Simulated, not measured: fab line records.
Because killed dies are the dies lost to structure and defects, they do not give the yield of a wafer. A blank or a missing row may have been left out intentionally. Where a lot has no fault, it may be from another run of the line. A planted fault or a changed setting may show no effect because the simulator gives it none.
Struck lot and sound lot, side by side	flow nand-harc	14 out of 1302 route steps
Sound: these wafers, L984.1, L984.3, L984.4. Wafers struck: L999.2, L999.3, L999.5. Last of all comes the cause.
Per side, at each step with rows, come the tool, then ch with its chambers, and then its first start. Under that, the readings that differ: sound wafers	struck wafers	difference of the means	sigmas: that difference in standard deviations of wafers without a fault.
alike: readings whose means differ by less than 2 such deviations, and words and numbers that are the same on both sides. not compared: withheld readings, readings that some wafer has no value for, bounds like >300 that may hide the same value, and numbers for which the record gives no deviation and whose values overlap.
The two part at a step that has a row with sigmas, a row that says differs or no value, or rows on one side only. When numbers do not overlap yet have no deviation, they are printed without sigmas and do not part them. A reading that every wafer of one side lacks parts them only if that side has two wafers or more.

NHARC_P_M2_DEGAS_29: time 60 s.
  sound: pvd-sputter-02 at day 7 14:40; struck: pvd-sputter-01 at day 14 03:20
  alike: heater-power-w, susceptor-temp-C
then, 1 step without rows for these wafers: NHARC_P_M2_PRE_CLEAN_30 (time 30 s).
NHARC_P_M2_PVD_20: deposits TaN, target thk 5 nm, time 8.06 s.
  sound on pvd-sputter-02; struck on pvd-sputter-01
  alike: bias-v, throttle-valve-pct
NHARC_P_M2_PVD_21: deposits Cu, target thk 30 nm, time 20.49 s.
  sound on pvd-sputter-02; struck on pvd-sputter-01
  alike: throttle-valve-pct
then, 2 steps without rows for these wafers: NHARC_P_M2_ECD_22 (material Cu, target thk 400 nm); NHARC_P_M2_ANNEAL_31 (time 90 s).
NHARC_P_M2_CMP_23: polishes, t overpolish 20 s, target thk 144.3 nm.
  sound on cmp-03 ch 0,2,3, day 7 15:45; struck on cmp-03 ch 0,1,3, day 14 04:28
  alike: motor-current-A, time-to-endpoint-s
NHARC_P_M2_THK_MEAS_24: measures by xrf.
  sound: film-metro-01 at day 7 16:04; struck: film-metro-01 at day 14 04:44
  alike: thk-nm
after that, 1 step had no rows for these wafers: NHARC_P_M2_SRD_25.
NHARC_P_M2_INSPECT_27:
  sound: defect-inspect-02 at day 7 16:14; struck: defect-inspect-01 at day 14 04:53
  alike: raw-defect-count
then, 1 step without rows for these wafers: NHARC_P_M2_PRE_CLEAN_32 (time 12 s).
NHARC_P_M2_DEP_33: deposits SiCN, target thk 30 nm.
  sound on pecvd-02 ch 1,2, day 7 16:23; struck on pecvd-02 ch 0,1, day 14 05:05
  no value came back on the struck wafers for chamber-pressure-Torr (Torr), heater-power-outer-w (W), heater-power-w (W), susceptor-temp-C (C); on the sound wafers chamber-pressure-Torr (Torr) reads 3.005 2.998 2.994
NHARC_P_BONDPAD_DEP_00: deposits SiCN, target thk 250 nm.
  sound on pecvd-03 ch 1,2, day 7 16:48; struck on pecvd-02 ch 0,2, day 14 05:26
reading	sound	struck	difference	sigmas
heater-power-w (W)	807 506 826	454 683 461	-180	-2
  alike: chamber-pressure-Torr, heater-power-outer-w, susceptor-temp-C
NHARC_END_SORT_01:
  the record has rows for the sound wafers here (prober-02 ch 0, day 25 05:53) and none for the struck ones

WHERE THEY PART
Earliest at NHARC_P_M2_DEP_33; latest, in this record, at NHARC_END_SORT_01.

WHY: the cause the simulator had injected
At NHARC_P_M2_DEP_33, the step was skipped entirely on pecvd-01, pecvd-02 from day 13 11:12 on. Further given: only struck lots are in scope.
